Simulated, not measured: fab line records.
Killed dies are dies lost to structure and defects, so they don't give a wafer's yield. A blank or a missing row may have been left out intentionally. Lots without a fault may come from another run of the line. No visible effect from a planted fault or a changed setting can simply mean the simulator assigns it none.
Matching of chambers | flow n5Finfet | N5_BEOL_M0_SAQP_PECVD_03 on pecvd-04: 3 sister chambers
The step deposits SiCN from 3MS/NH3, target thk 12 nm, time 21.1 s. 3 wafers are shown with their chamber, then 8 later ones without.

== EACH WAFER AND ITS CHAMBER ==
wafer  | chamber | throttleValvePct (%)
L084.3 | 2       | 8.6
L084.5 | 1       | 9.8
L091.2 | 0       | 9.7

== WAFERS WITH NO CHAMBER GIVEN ==
wafer  | throttleValvePct (%)
L091.3 | 8.5
L091.4 | 8.9
L093.2 | 9.0
L093.4 | 8.8
L093.5 | 9.8
L094.1 | 9.5
L094.4 | 9.7
L094.6 | 9.6

== WHICH CHAMBER EACH ONE RAN IN ==
wafer  | from the rows above          | in truth
L091.3 | 2                            | 2
L091.4 | 2                            | 2
L093.2 | can't be placed: 2 or 0 or 1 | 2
L093.4 | 2                            | 2
L093.5 | can't be placed: 1 or 0      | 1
L094.1 | can't be placed: 0 or 1      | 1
L094.4 | can't be placed: 0 or 1      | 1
L094.6 | can't be placed: 0 or 1      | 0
Correct placement for 3 of the 8. Can't be placed from these rows: 5 (the true chamber is among the candidates in 5). 0 placed wrongly.
How it was worked out, from the rows above alone: a wafer's distance from a chamber is the root of the sum, over the readings, of the square of ((its reading less the chamber's mean) divided by the reading's scatter). If the next closest chamber is less than 2 further off than the closest, the wafer can't be placed; otherwise it belongs to the closest. Each chamber's mean is taken over the wafers shown for it. The scatter: with one shown wafer a chamber, the root of the mean of the squares of how far each hidden wafer lies from its nearest shown one.
